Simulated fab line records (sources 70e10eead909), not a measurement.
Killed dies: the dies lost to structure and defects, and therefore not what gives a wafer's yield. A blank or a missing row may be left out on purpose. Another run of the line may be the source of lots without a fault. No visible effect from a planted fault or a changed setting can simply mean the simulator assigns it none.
Matching of chambers || flow nand_harc || rie_diel-12 running NHARC_A_CONTACT_ETCH_88: 4 sister chambers
The step etches the open film in CF4, target depth 39 nm, time 65 s. 14 wafers are shown with their chamber, then 7 later ones without.

== WAFERS, EACH WITH ITS CHAMBER ==
{"wafer": "L203.2", "chamber": 2, "drypump_motor_current_A (A)": 6.3, "rf_vpp_V (V)": 153.5, "run_length_s (s)": 86.6}
{"wafer": "L203.3", "chamber": 1, "drypump_motor_current_A (A)": 6.6, "rf_vpp_V (V)": 151.2, "run_length_s (s)": 86.0}
{"wafer": "L203.5", "chamber": 0, "drypump_motor_current_A (A)": 5.4, "rf_vpp_V (V)": 149.8, "run_length_s (s)": 86.3}
{"wafer": "L213.3", "chamber": 3, "drypump_motor_current_A (A)": 5.3, "rf_vpp_V (V)": 150.7, "run_length_s (s)": 86.0}
{"wafer": "L213.5", "chamber": 1, "drypump_motor_current_A (A)": 6.6, "rf_vpp_V (V)": 151.3, "run_length_s (s)": 86.4}
{"wafer": "L213.6", "chamber": 0, "drypump_motor_current_A (A)": 5.5, "rf_vpp_V (V)": 148.0, "run_length_s (s)": 86.0}
{"wafer": "L214.1", "chamber": 0, "drypump_motor_current_A (A)": 5.5, "rf_vpp_V (V)": 149.2, "run_length_s (s)": 86.4}
{"wafer": "L214.2", "chamber": 2, "drypump_motor_current_A (A)": 6.2, "rf_vpp_V (V)": 152.4, "run_length_s (s)": 86.4}
{"wafer": "L214.4", "chamber": 3, "drypump_motor_current_A (A)": 5.3, "rf_vpp_V (V)": 151.1, "run_length_s (s)": 85.7}
{"wafer": "L216.1", "chamber": 1, "drypump_motor_current_A (A)": 6.6, "rf_vpp_V (V)": 150.5, "run_length_s (s)": 86.1}
{"wafer": "L216.3", "chamber": 3, "drypump_motor_current_A (A)": 5.3, "rf_vpp_V (V)": 150.4, "run_length_s (s)": 86.1}
{"wafer": "L216.6", "chamber": 2, "drypump_motor_current_A (A)": 6.3, "rf_vpp_V (V)": 150.8, "run_length_s (s)": 86.8}
{"wafer": "L218.1", "chamber": 0, "drypump_motor_current_A (A)": 5.5, "rf_vpp_V (V)": 149.5, "run_length_s (s)": 85.8}
{"wafer": "L218.2", "chamber": 1, "drypump_motor_current_A (A)": 6.6, "rf_vpp_V (V)": 150.7, "run_length_s (s)": 85.8}

SIGNATURES, as means of the wafers listed above
{"reading": "drypump_motor_current_A", "chamber 0": 5.475, "chamber 1": 6.600, "chamber 2": 6.267, "chamber 3": 5.300, "scatter within a chamber": 0.0376}
{"reading": "rf_vpp_V", "chamber 0": 149.125, "chamber 1": 150.925, "chamber 2": 152.233, "chamber 3": 150.733, "scatter within a chamber": 0.79}
{"reading": "run_length_s", "chamber 0": 86.125, "chamber 1": 86.075, "chamber 2": 86.600, "chamber 3": 85.933, "scatter within a chamber": 0.241}
Rule: distance of a wafer from a chamber = root of the sum over the readings of ((wafer's reading minus chamber's mean) / reading's scatter) squared. The wafer belongs to the nearest chamber; if the next one is less than 2 further off, it can't be placed. How the scatter is found: for the shown wafers, subtract from each reading the mean of its chamber, square and add these, divide the total by (wafers less chambers), then take the root.

== WAFERS MISSING THEIR CHAMBER ==
{"wafer": "L218.4", "drypump_motor_current_A (A)": 5.3, "rf_vpp_V (V)": 151.7, "run_length_s (s)": 85.8}
{"wafer": "L220.1", "drypump_motor_current_A (A)": 6.3, "rf_vpp_V (V)": 152.0, "run_length_s (s)": 86.4}
{"wafer": "L220.3", "drypump_motor_current_A (A)": 5.3, "rf_vpp_V (V)": 150.2, "run_length_s (s)": 85.8}
{"wafer": "L220.4", "drypump_motor_current_A (A)": 5.5, "rf_vpp_V (V)": 150.5, "run_length_s (s)": 86.0}
{"wafer": "L221.1", "drypump_motor_current_A (A)": 6.3, "rf_vpp_V (V)": 151.5, "run_length_s (s)": 86.2}
{"wafer": "L221.2", "drypump_motor_current_A (A)": 5.3, "rf_vpp_V (V)": 150.6, "run_length_s (s)": 85.7}
{"wafer": "L221.3", "drypump_motor_current_A (A)": 5.5, "rf_vpp_V (V)": 149.3, "run_length_s (s)": 85.9}

== WHICH CHAMBER EACH ONE RAN IN ==
{"wafer": "L218.4", "from the rows above": 3, "in truth": 3}
{"wafer": "L220.1", "from the rows above": 2, "in truth": 2}
{"wafer": "L220.3", "from the rows above": 3, "in truth": 3}
{"wafer": "L220.4", "from the rows above": 0, "in truth": 0}
{"wafer": "L221.1", "from the rows above": 2, "in truth": 2}
{"wafer": "L221.2", "from the rows above": 3, "in truth": 3}
{"wafer": "L221.3", "from the rows above": 0, "in truth": 0}
Correctly placed: 7 of 7. Number that these rows cannot place: 0. Wrongly placed: 0.
